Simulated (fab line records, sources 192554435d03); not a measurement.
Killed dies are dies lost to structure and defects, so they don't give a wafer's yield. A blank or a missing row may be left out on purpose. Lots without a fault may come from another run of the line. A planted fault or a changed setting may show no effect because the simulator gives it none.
Problem report in the 8D (eight disciplines) form, filled by code | flow n5_finfet | the parts of the form that need people (team, actions taken, sign-off) are left out

1. THE PROBLEM
plate_temp_C at N5_BEOL_M2_COAT_61 reads a mean of 254.89 C on 6 wafers of 2 lots; wafers without a fault read 250.03 C with a standard deviation of 0.17. That is +29 standard deviations from the usual mean.
The step: time 60 s, resist thk 60 nm.
First seen on wafer L840.1, day 9 20:58, on litho_track-03. The record holds 18 wafers of 6 lots with a number at this step. Rule for "out", or "out of limits": more than 4 standard deviations from the usual mean. The other wafers with a number count as sound.

2. WHAT IT IS AND WHAT IT IS NOT
question                    | is                                 | is not
which readings at this step | plate_temp_C, heater_power_total_W | -
which lots                  | L840, L842                         | L829, L833, L849, L850
which wafers of those lots  | all that have a number             | -
read on which tools         | litho_track-03                     | litho_track-02
when                        | from day 9 20:58                   | up to then (6 sound wafers); but 6 sound wafers of L849, L850 came after

3. SUSPECTS, AND WHAT RULES EACH OUT
Counting: a tool at a process step up to the reading stays a suspect if it ran every lot that is out and no sound lot after the first of them.
- cvd_co-02 at N5_BEOL_M1_PRE_CLEAN_60 (time 15 s): ruled out as a lasting fault. Sound lots L850 ran on it after its first lot that is out, L840 (day 9 19:57).
- litho_track-03 at N5_BEOL_M2_COAT_61 (time 60 s, resist thk 60 nm): ruled out as a lasting fault. Sound lots L850 ran on it after its first lot that is out, L840 (day 9 20:58).
Left after counting: nothing in the record.

4. THE CAUSE (what the simulator had put in)
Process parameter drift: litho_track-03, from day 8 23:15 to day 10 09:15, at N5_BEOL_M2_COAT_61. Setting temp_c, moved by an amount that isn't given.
Counting ruled it out, wrongly.

5. THE CHAIN OF EFFECTS, in route order
Each row: a reading whose mean over the struck wafers that have a number lies more than 3 standard deviations from the usual. Only readings for which the record gives a usual standard deviation are gone through. hours: the time from each lot's start at the first step in this table that gives one to its start at this step, as a median over the lots. sigmas: the change in usual standard deviations.
hours | step               | reading              | usual    | on struck wafers | change | sigmas
0     | N5_BEOL_M2_COAT_61 | heater_power_total_W | 500.2 W  | 513.6            | +13.4  | +7.4
0     | N5_BEOL_M2_COAT_61 | plate_temp_C         | 250.03 C | 254.89           | +4.86  | +29
The process steps in it:
- N5_BEOL_M2_COAT_61: time 60 s, resist thk 60 nm.
Later measuring or inspecting steps at which every struck wafer that the step has a row for has a number for every such reading, and none has moved that far: N5_BEOL_M4_RC_MEAS_101.

6. WHAT WOULD HAVE CAUGHT IT SOONER
In this record the first reading out of limits was taken at day 9 20:58, 22 hours after the fault began at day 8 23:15.
